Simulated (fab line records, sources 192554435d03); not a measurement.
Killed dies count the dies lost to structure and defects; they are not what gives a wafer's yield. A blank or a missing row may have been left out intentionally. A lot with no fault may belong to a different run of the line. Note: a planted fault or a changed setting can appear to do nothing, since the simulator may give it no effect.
fab line records	flow n5Finfet	part 1 of 2: steps 1 to 4 of 6
record: lots: 23	wafers: 69	lastDay: 17
route steps=1938 shown ZERO_LAYER@17 PMOS_HMC_CHANNEL_EPI@71 FIN_SAQP@96
lots that met no fault: taken from a fault-free run of the same line
startH: hours from the record's first day to the start of the lot's first wafer shown	waitH: hours from the lot's prior step to this one	" repeats the value in the row above	L1.1+2: several wafers, shown together as one row	- value missing, or start not given	* or withheld: withheld	< > ~ a bound
route shown NAME@n: a module of which the file shows steps, and the number in the route of the first	usual: average and standard deviation across the fault-free wafers	same: alike in all rows	chamber/n: place in a boat	sites: per-site readings	_std_site: standard deviation across them	_edge_site: mean of outer sites minus mean of inner sites	radiusMm: for every site, how far away it sits from the centre of the wafer	mask NAME#n: copy n	behind: the most recent tool/chamber to have shaped the wafer	hold: why the lot was held/for how many hours/how that ended	device: the transistor (n, p or np) that didn't switch	end of line: tests of these same wafers at the route's end	a step given without rows: its recipe and nothing more	killed: dies lost to structure and defects at the first sort, not the wafer's yield	map: dies across one wafer; x = killed, . = not, _ = none there
set.NAME: the setting that was run; set.NAME@STEP: the one run at that earlier step	model.NAME: the simulator's own value behind a step, which no gauge read
route steps across a sampled set of lots; one table per step, one row per wafer
services: from which hour (startH, from the record's first day; less than 0 if before it) a tool's chamber was out of use, for how many hours, and why
== steps ==
step: N5_ZERO_LAYER_STRIP_24
recipe: chemistry: O2	powerW: 1000	tempC: 250	overashFraction: 0.3	pressureMtorr: 1000	o2FlowSccm: 6750
usual: drypumpMotorCurrentA: 5.9/0.43	heaterPowerW: 327/22	oesProductAu: 0.647/0.0043	stripTimeToEndpointS: 43.86/0.1
lot.wafer	tool	chamber	startH	waitH	drypumpMotorCurrentA	heaterPowerW	oesProductAu	rfHoursCounterH	stripTimeToEndpointS
L074.1	plasmaAsher-01	0	13.06	0.1	6.3	307	0.643	23	44.05
L074.2	"	1	"	"	5.4	305	0.646	23	43.89
L074.4	"	1	"	"	5.3	305	0.650	-	43.98
L075.3	plasmaAsher-01	1	19.04	0.1	5.3	308	0.644	-	43.98
L075.4	"	0	"	"	6.3	317	0.655	-	43.97
L075.6	"	1	"	"	5.4	308	0.650	-	43.93
L076.2	plasmaAsher-01	1	25.12	0.1	5.4	311	0.654	24	44.11
L076.3	"	0	"	"	6.3	322	0.642	-	44.05
L076.5	"	1	"	"	5.3	311	0.655	-	44.08
L077.4	plasmaAsher-01	1	31.91	0.1	5.4	307	0.647	-	43.89
L077.5	"	0	"	"	6.3	319	0.651	-	43.83
L077.6	"	1	"	"	5.4	304	0.643	-	43.79
L078.1	plasmaAsher-02	0	37.08	0.1	6.4	339	0.649	81	43.90
L078.2	"	1	"	"	5.8	364	0.646	81	43.91
L078.6	"	0	"	"	6.4	345	0.640	-	43.94
L079.2	plasmaAsher-02	1	42.89	0.1	5.7	364	0.638	82	43.73
L079.3	"	1	"	"	5.7	363	0.653	-	43.72
L079.6	"	1	"	"	5.7	366	0.649	-	43.70
L080.2	plasmaAsher-01	0	48.89	0.1	6.2	311	0.641	28	43.76
L080.3	"	1	"	"	5.4	310	0.638	-	43.84
L080.6	"	1	"	"	5.4	305	0.655	-	43.82
L081.2	plasmaAsher-01	0	54.90	0.1	6.3	313	0.657	29	43.86
L081.5	"	1	"	"	5.4	308	0.645	-	43.65
L081.6	"	0	"	"	6.3	314	0.649	-	43.82
L082.1	plasmaAsher-02	0	61.08	0.1	6.5	345	0.650	86	43.96
L082.3	"	1	"	"	5.8	360	0.648	-	43.87
L082.4	"	0	"	"	6.4	342	0.645	-	44.02
L083.1	plasmaAsher-02	1	67.38	0.4	5.7	358	0.643	87	43.83
L083.2	"	0	"	"	6.4	344	0.647	87	43.92
L083.4	"	0	"	"	6.4	339	0.651	-	43.82
L084.2	plasmaAsher-01	1	73.03	0.1	5.4	303	0.650	33	43.78
L084.3	"	1	"	"	5.3	309	0.642	-	43.85
L084.6	"	1	"	"	5.4	300	0.637	-	43.87
L085.1	plasmaAsher-02	1	78.93	0.1	5.7	358	0.646	90	43.76
L085.3	"	0	"	"	6.4	338	0.648	-	43.76
L085.4	"	1	"	"	5.7	365	0.648	-	43.77
L086.2	plasmaAsher-01	1	84.89	0.1	5.3	310	0.644	34	43.82
L086.4	"	1	"	"	5.4	315	0.651	-	43.75
L086.6	"	1	"	"	5.3	301	0.643	-	43.78
L087.3	plasmaAsher-01	1	90.92	0.1	5.4	307	0.646	-	44.07
L087.5	"	1	"	"	5.4	300	0.651	-	43.86
L087.6	"	0	"	"	6.3	315	0.649	-	43.95
L088.1	plasmaAsher-01	0	97.37	0.1	6.3	318	0.650	36	43.84
L088.5	"	1	"	"	5.3	302	0.645	-	43.77
L088.6	"	0	"	"	6.3	322	0.644	-	43.83
L089.3	plasmaAsher-01	1	102.91	0.1	5.3	304	0.643	-	43.90
L089.4	"	0	"	"	6.3	312	0.648	-	43.85
L089.6	"	1	"	"	5.3	304	0.650	-	43.83
L090.2	plasmaAsher-01	0	108.89	0.1	6.3	313	0.649	38	43.70
L090.4	"	0	"	"	6.2	314	0.645	-	43.86
L090.5	"	0	"	"	6.3	319	0.650	-	43.76
L091.1	plasmaAsher-02	1	115.43	0.1	5.7	372	0.648	97	43.86
L091.2	"	0	"	"	6.4	341	0.648	97	43.72
L091.6	"	0	"	"	6.4	347	0.638	-	43.85
L092.1	plasmaAsher-01	0	120.99	0.1	6.2	316	0.641	41	43.82
L092.4	"	0	"	"	6.2	314	0.639	-	43.86
L092.6	"	0	"	"	6.3	310	0.646	-	43.92
L093.1	plasmaAsher-02	1	127.02	0.1	5.8	360	0.646	100	43.95
L093.3	"	1	"	"	5.7	358	0.643	-	43.98
L093.4	"	0	"	"	6.4	346	0.648	-	43.88
L094.2	plasmaAsher-02	0	132.89	0.1	6.5	348	0.649	100	43.86
L094.3	"	1	"	"	5.8	365	0.646	-	43.97
L094.5	"	1	"	"	5.8	368	0.644	-	43.98
L095.4	plasmaAsher-01	1	139.23	0.1	5.4	307	0.650	-	43.89
L095.5	"	0	"	"	6.2	317	0.649	-	43.83
L095.6	"	1	"	"	5.4	310	0.643	-	43.91
L096.4	plasmaAsher-02	1	144.92	0.1	5.8	369	0.635	-	43.77
L096.5	"	1	"	"	5.7	362	0.648	-	43.66
L096.6	"	0	"	"	6.4	340	0.647	-	43.74
step: N5_PMOS_HMC_CHANNEL_EPI_STRIP_33
recipe: chemistry: N2/H2	powerW: 500	tempC: 40	pressureMtorr: 50	rfFrequencyHz: 6e+07	overashFraction: 0.3	biasPowerW: 8	h2Frac: 0.5	n2FlowSccm: 300	h2FlowSccm: 300
usual: drypumpMotorCurrentA: 5.5/0.35	oesProductAu: 0.78/0.081	rfVppV: 54.2/1.8	showerheadPlenumPTorr: 3.39/0.097	throttleValvePct: 19.0/0.35
lot.wafer	tool	chamber	startH	waitH	drypumpMotorCurrentA	oesProductAu	rfHoursCounterH	rfVppV	showerheadPlenumPTorr	throttleValvePct
L074.1	rieDiel-01	1	17.74	0.0	5.5	0.79	108	54.5	3.51	19.0
L074.2	"	2	"	"	5.9	0.77	162	54.0	3.35	19.5
L074.4	"	3	"	"	5.2	0.72	175	58.1	3.35	18.9
L075.3	rieDiel-06	1	23.47	0.0	6.0	0.73	170	51.2	3.50	19.4
L075.4	"	2	"	"	5.0	0.95	16	53.1	3.42	18.7
L075.6	"	0	"	"	5.3	0.78	-	51.9	3.53	19.1
L076.2	rieDiel-01	0	29.78	0.0	5.3	0.67	248	55.1	3.42	19.1
L076.3	"	3	"	"	5.2	0.72	178	53.8	3.34	18.9
L076.5	"	1	"	"	5.5	0.79	-	54.3	3.51	18.9
L077.4	rieDiel-02	3	36.56	0.0	5.8	0.74	-	52.9	3.34	19.3
L077.5	"	2	"	"	5.7	0.74	-	55.2	3.43	18.4
L077.6	"	1	"	"	5.9	0.74	-	59.7	3.34	18.6
L078.1	rieDiel-01	2	42.14	0.0	5.8	0.75	169	54.1	3.35	19.5
L078.2	"	3	"	"	5.3	0.71	182	56.6	3.34	19.0
L078.6	"	3	"	"	5.2	0.70	-	53.7	3.34	18.9
L079.2	rieDiel-02	1	47.39	0.0	5.9	0.74	172	57.5	3.34	18.6
L079.3	"	2	"	"	5.6	0.73	205	53.9	3.42	18.4
L079.6	"	1	"	"	5.9	0.74	-	54.0	3.34	18.6
L080.2	rieDiel-01	3	53.66	0.0	5.2	0.71	186	55.4	3.34	19.0
L080.3	"	2	"	"	5.9	0.76	173	52.4	3.34	19.5
L080.6	"	1	"	"	5.6	0.77	-	53.0	3.50	18.9
L081.2	rieDiel-06	1	59.90	0.0	6.0	0.74	181	52.3	3.49	19.4
L081.5	"	1	"	"	6.0	0.73	-	55.2	3.49	19.4
L081.6	"	2	"	"	5.0	0.95	-	52.2	3.42	18.7
L082.1	rieDiel-01	2	65.57	0.0	5.9	0.75	177	53.9	3.34	19.5
L082.3	"	0	"	"	5.3	0.97	3	55.0	3.41	18.7
L082.4	"	1	"	"	5.5	0.77	124	54.2	3.50	19.0
L083.1	rieDiel-01	0	71.71	0.0	5.3	0.95	4	55.7	3.41	18.7
L083.2	"	1	"	"	5.5	0.75	126	55.7	3.50	18.9
L083.4	"	3	"	"	5.2	0.69	192	53.8	3.34	19.0
L084.2	rieDiel-06	0	77.32	0.0	5.4	0.78	129	56.1	3.52	19.1
L084.3	"	3	"	"	4.9	0.71	191	52.4	3.18	18.9
L084.6	"	2	"	"	5.0	0.92	-	50.5	3.41	18.7
L085.1	rieDiel-06	3	83.49	0.0	4.9	0.71	192	55.8	3.18	19.0
L085.3	"	1	"	"	6.0	0.71	188	53.2	3.49	19.4
L085.4	"	2	"	"	5.1	0.90	34	56.0	3.41	18.7
L086.2	rieDiel-06	1	89.53	0.0	6.0	0.73	190	54.9	3.48	19.4
L086.4	"	0	"	"	5.3	0.78	132	55.8	3.52	19.1
L086.6	"	1	"	"	6.0	0.72	-	57.1	3.48	19.4
L087.3	rieDiel-06	3	95.54	0.0	4.9	0.72	195	57.1	3.18	18.9
L087.5	"	2	"	"	5.0	0.90	-	51.3	3.41	18.8
L087.6	"	3	"	"	4.9	0.70	-	55.0	3.18	19.0
L088.1	rieDiel-06	2	101.76	0.0	5.0	0.89	39	52.4	3.41	18.8
L088.5	"	3	"	"	4.9	0.72	-	56.8	3.18	18.9
L088.6	"	2	"	"	5.0	0.89	-	54.2	3.41	18.7
L089.3	rieDiel-02	1	108.34	0.0	5.9	0.72	188	52.3	3.33	18.6
L089.4	"	3	"	"	5.8	0.72	205	57.9	3.33	19.4
L089.6	"	1	"	"	5.9	0.72	-	52.0	3.33	18.6
L090.2	rieDiel-01	1	114.04	0.0	5.5	0.76	137	52.8	3.49	19.0
L090.4	"	0	"	"	5.3	0.93	16	52.3	3.40	18.8
L090.5	"	1	"	"	5.5	0.76	-	54.4	3.49	19.0
L091.1	rieDiel-02	3	119.93	0.0	5.7	0.72	210	54.0	3.32	19.4
L091.2	"	2	"	"	5.7	0.72	226	52.2	3.41	18.5
L091.6	"	2	"	"	5.7	0.72	-	51.7	3.41	18.5
L092.1	rieDiel-02	2	125.73	0.0	5.6	0.72	228	53.5	3.41	18.5
L092.4	"	1	"	"	5.9	0.70	194	54.0	3.32	18.7
L092.6	"	0	"	"	5.8	0.92	-	55.3	3.39	18.1
L093.1	rieDiel-06	3	132.05	0.0	4.9	0.70	207	56.1	3.17	19.0
L093.3	"	1	"	"	6.0	0.71	201	55.3	3.48	19.4
L093.4	"	0	"	"	5.3	0.76	145	56.1	3.51	19.1
L094.2	rieDiel-01	3	137.26	0.0	5.2	0.70	212	51.5	3.33	19.0
L094.3	"	1	"	"	5.6	0.76	146	52.8	3.49	19.0
L094.5	"	2	"	"	5.9	0.74	-	54.0	3.33	19.6
L095.4	rieDiel-01	0	143.59	0.0	5.3	0.90	-	56.5	3.40	18.8
L095.5	"	2	"	"	5.9	0.73	-	52.5	3.33	19.6
L095.6	"	1	"	"	5.5	0.75	-	56.9	3.49	19.0
L096.4	rieDiel-06	3	149.44	0.0	4.9	0.70	212	53.3	3.17	19.0
L096.5	"	0	"	"	5.3	0.76	-	54.3	3.51	19.2
L096.6	"	3	"	"	4.9	0.70	-	55.7	3.17	19.0
step: N5_FIN_SAQP_HM_DEP_03
recipe: material: SiNx	targetThkA: 380	tempC: 400	precursor: SiH4/NH3/N2	pressureTorr: 1.5	rfW: 300	timeS: 33.6
usual: heaterPowerW: 809/79	showerheadPlenumPTorr: 5.16/0.056	throttleValvePct: 41.2/1.8
lot.wafer	tool	chamber	startH	waitH	heaterPowerW	showerheadPlenumPTorr	throttleValvePct
L074.1	pecvd-02	2	20.96	0.2	776	5.07	38.2
L074.2	"	1	"	"	730	5.14	42.0
L074.4	"	2	"	"	778	5.05	38.4
L075.3	pecvd-02	0	26.79	0.1	943	5.17	42.6
L075.4	"	0	"	"	940	5.18	42.7
L075.6	"	2	"	"	854	5.06	38.4
L076.2	pecvd-01	2	33.09	0.2	759	5.18	37.8
L076.3	"	0	"	"	847	5.16	41.4
L076.5	"	1	"	"	758	5.20	43.6
L077.4	pecvd-01	2	40.50	0.1	792	5.18	37.6
L077.5	"	0	"	"	857	5.18	41.3
L077.6	"	1	"	"	632	5.20	43.6
L078.1	pecvd-02	0	46.70	0.2	976	5.17	42.4
L078.2	"	2	"	"	845	5.06	38.6
L078.6	"	0	"	"	1005	5.16	42.7
L079.2	pecvd-04	1	52.10	0.2	724	5.15	40.5
L079.3	"	0	"	"	738	5.11	41.7
L079.6	"	0	"	"	737	5.12	41.8
L080.2	pecvd-04	1	57.20	0.2	805	5.15	40.6
L080.3	"	0	"	"	837	5.11	41.5
L080.6	"	2	"	"	870	5.31	43.3
L081.2	pecvd-04	2	63.48	0.2	885	5.30	43.2
L081.5	"	2	"	"	867	5.31	43.1
L081.6	"	0	"	"	820	5.13	41.6
L082.1	pecvd-02	0	68.71	0.2	914	5.17	42.5
L082.3	"	1	"	"	765	5.16	42.0
L082.4	"	1	"	"	767	5.15	42.3
L083.1	pecvd-02	0	74.87	0.2	970	5.18	42.3
L083.2	"	2	"	"	836	5.06	38.8
L083.4	"	0	"	"	953	5.18	42.3
L084.2	pecvd-01	2	80.67	0.2	768	5.19	37.6
L084.3	"	1	"	"	741	5.21	43.5
L084.6	"	1	"	"	716	5.21	43.5
L085.1	pecvd-02	1	88.89	0.2	762	5.15	41.9
L085.3	"	2	"	"	894	5.06	38.6
L085.4	"	1	"	"	747	5.14	41.9
L086.2	pecvd-01	1	98.65	0.2	731	5.20	43.6
L086.4	"	0	"	"	839	5.17	41.6
L086.6	"	2	"	"	817	5.20	37.9
L087.3	pecvd-02	2	102.09	0.1	850	5.05	38.8
L087.5	"	2	"	"	847	5.06	38.6
L087.6	"	0	"	"	950	5.16	42.8
L088.1	pecvd-04	0	106.56	0.2	731	5.12	41.6
L088.5	"	0	"	"	724	5.11	41.9
L088.6	"	2	"	"	785	5.30	43.1
L089.3	pecvd-04	1	113.19	0.2	812	5.14	40.6
L089.4	"	0	"	"	857	5.11	41.9
L089.6	"	1	"	"	782	5.15	40.9
L090.2	pecvd-01	1	118.47	0.2	746	5.19	43.5
L090.4	"	1	"	"	741	5.20	43.6
L090.5	"	0	"	"	866	5.17	41.8
L091.1	pecvd-02	1	123.26	0.2	672	5.15	42.2
L091.2	"	0	"	"	940	5.17	42.7
L091.6	"	1	"	"	679	5.15	42.0
L092.1	pecvd-01	1	128.88	0.2	785	5.20	43.5
L092.4	"	1	"	"	776	5.20	43.6
L092.6	"	0	"	"	814	5.17	41.8
L093.1	pecvd-02	2	136.40	0.2	801	5.07	39.2
L093.3	"	1	"	"	739	5.13	42.2
L093.4	"	0	"	"	1028	5.19	42.4
L094.2	pecvd-01	0	140.41	0.2	795	5.17	41.7
L094.3	"	1	"	"	699	5.20	43.9
L094.5	"	2	"	"	727	5.19	37.7
L095.4	pecvd-04	0	146.79	0.1	849	5.11	42.0
L095.5	"	0	"	"	858	5.11	42.1
L095.6	"	1	"	"	834	5.15	40.5
L096.4	pecvd-04	0	152.62	0.1	793	5.12	42.4
L096.5	"	0	"	"	788	5.11	42.3
L096.6	"	1	"	"	764	5.17	40.6
step: N5_FIN_SAQP_DESCUM_21
recipe: chemistry: O2	timeS: 7.9	sourcePowerW: 50	biasPowerW: 20	pressureMtorr: 20	rfFrequencyHz: 2.712e+07	tempC: 40	resist: CAR-ArF	o2FlowSccm: 225
usual: drypumpMotorCurrentA: 5.6/0.48	oesProductAu: 0.79/0.1	rfVppV: 243.4/1.2	showerheadPlenumPTorr: 2.12/0.056	throttleValvePct: 20.60/0.17
lot.wafer	tool	chamber	startH	waitH	drypumpMotorCurrentA	oesProductAu	rfHoursCounterH	rfVppV	showerheadPlenumPTorr	throttleValvePct
L074.1	rieDiel-04	0	22.09	0.3	4.8	0.93	15	243.2	2.16	20.43
L074.2	"	3	"	"	6.3	0.74	178	245.1	2.19	20.53
L074.4	"	2	"	"	5.5	0.69	230	242.6	2.09	21.06
L075.3	rieDiel-03	0	27.54	0.0	5.8	0.70	194	243.6	2.08	20.51
L075.4	"	2	"	"	5.3	0.74	175	243.4	2.17	20.64
L075.6	"	2	"	"	5.4	0.74	-	245.2	2.17	20.64
L076.2	rieDiel-05	0	34.24	0.0	6.0	0.76	137	242.4	2.01	20.46
L076.3	"	3	"	"	5.8	0.75	131	243.4	2.12	20.83
L076.5	"	0	"	"	6.0	0.77	-	242.3	2.01	20.47
L077.4	rieDiel-03	3	41.47	0.1	5.5	0.67	229	243.3	2.15	20.75
L077.5	"	0	"	"	5.8	0.71	-	243.2	2.08	20.52
L077.6	"	1	"	"	6.3	0.90	-	245.5	2.15	20.51
L078.1	rieDiel-04	2	47.46	0.0	5.5	0.69	238	243.2	2.09	21.08
L078.2	"	0	"	"	4.8	0.91	23	242.5	2.16	20.43
L078.6	"	3	"	"	6.3	0.73	-	244.0	2.18	20.55
L079.2	rieDiel-05	0	53.19	0.2	6.0	0.75	142	240.1	2.01	20.46
L079.3	"	1	"	"	5.3	0.69	229	242.6	2.16	20.83
L079.6	"	2	"	"	5.3	0.79	-	243.1	2.16	20.65
L080.2	rieDiel-03	3	58.08	0.0	5.4	0.67	235	245.1	2.15	20.74
L080.3	"	2	"	"	5.3	0.73	187	244.4	2.17	20.66
L080.6	"	1	"	"	6.3	0.89	-	243.7	2.15	20.53
L081.2	rieDiel-04	2	64.42	0.1	5.5	0.69	246	241.6	2.09	21.08
L081.5	"	0	"	"	4.8	0.91	-	242.9	2.16	20.44
L081.6	"	1	"	"	5.3	0.97	-	242.4	2.03	20.34
L082.1	rieDiel-05	3	69.46	0.0	5.8	0.73	143	244.1	2.11	20.84
L082.3	"	0	"	"	6.0	0.76	146	241.9	2.01	20.50
L082.4	"	2	"	"	5.3	0.79	80	243.6	2.16	20.67
L083.1	rieDiel-03	2	75.62	0.0	5.3	0.72	192	245.3	2.17	20.65
L083.2	"	3	"	"	5.5	0.66	240	243.2	2.15	20.76
L083.4	"	0	"	"	5.8	0.69	211	242.6	2.07	20.54
L084.2	rieDiel-04	1	81.44	0.0	5.3	0.93	6	242.4	2.03	20.34
L084.3	"	0	"	"	4.8	0.89	36	242.9	2.15	20.44
L084.6	"	1	"	"	5.3	0.95	-	241.0	2.03	20.35
L085.1	rieDiel-04	1	89.64	0.0	5.3	0.92	10	242.3	2.03	20.33
L085.3	"	3	"	"	6.3	0.71	204	245.7	2.18	20.59
L085.4	"	3	"	"	6.3	0.71	-	244.2	2.18	20.56
L086.2	rieDiel-04	1	99.52	0.0	5.2	0.92	14	243.7	2.03	20.35
L086.4	"	3	"	"	6.3	0.71	207	244.8	2.18	20.61
L086.6	"	3	"	"	6.3	0.70	-	244.4	2.18	20.60
L087.3	rieDiel-05	0	102.85	0.0	6.0	0.74	156	240.5	2.01	20.51
L087.5	"	0	"	"	6.0	0.75	-	240.5	2.01	20.50
L087.6	"	1	"	"	5.3	0.68	-	243.6	2.16	20.87
L088.1	rieDiel-03	1	107.31	0.0	6.4	0.88	50	244.3	2.15	20.56
L088.5	"	0	"	"	5.8	0.68	-	244.3	2.07	20.55
L088.6	"	1	"	"	6.3	0.86	-	243.6	2.15	20.56
L089.3	rieDiel-03	2	114.07	0.0	5.3	0.70	207	244.5	2.16	20.69
L089.4	"	0	"	"	5.8	0.67	-	241.4	2.07	20.55
L089.6	"	1	"	"	6.4	0.85	-	242.6	2.15	20.56
L090.2	rieDiel-03	2	119.51	0.3	5.4	0.70	210	244.3	2.16	20.69
L090.4	"	0	"	"	5.8	0.67	-	243.6	2.06	20.56
L090.5	"	1	"	"	6.3	0.85	-	243.3	2.15	20.57
L091.1	rieDiel-04	1	124.01	0.0	5.3	0.88	23	242.9	2.02	20.35
L091.2	"	0	"	"	4.8	0.86	53	244.9	2.15	20.46
L091.6	"	1	"	"	5.3	0.89	-	241.6	2.02	20.37
L092.1	rieDiel-04	0	129.75	0.0	4.8	0.87	55	243.4	2.15	20.46
L092.4	"	3	"	"	6.3	0.71	219	244.5	2.17	20.60
L092.6	"	2	"	"	5.5	0.94	-	242.6	2.08	20.78
L093.1	rieDiel-04	2	137.15	0.0	5.5	0.93	15	241.3	2.08	20.78
L093.3	"	3	"	"	6.3	0.70	222	246.1	2.17	20.60
L093.4	"	0	"	"	4.8	0.86	58	244.3	2.15	20.49
L094.2	rieDiel-03	0	141.37	0.2	5.8	0.66	236	242.5	2.06	20.58
L094.3	"	2	"	"	5.4	0.70	219	243.8	2.16	20.69
L094.5	"	3	"	"	5.5	0.96	-	243.4	2.14	20.38
L095.4	rieDiel-04	2	147.76	0.0	5.5	0.93	18	241.9	2.08	20.79
L095.5	"	0	"	"	4.8	0.85	-	243.4	2.15	20.48
L095.6	"	3	"	"	6.3	0.69	-	243.7	2.17	20.60
L096.4	rieDiel-04	1	153.51	0.0	5.3	0.87	-	244.0	2.02	20.38
L096.5	"	2	"	"	5.5	0.91	-	242.6	2.08	20.78
L096.6	"	0	"	"	4.8	0.85	-	243.0	2.15	20.49
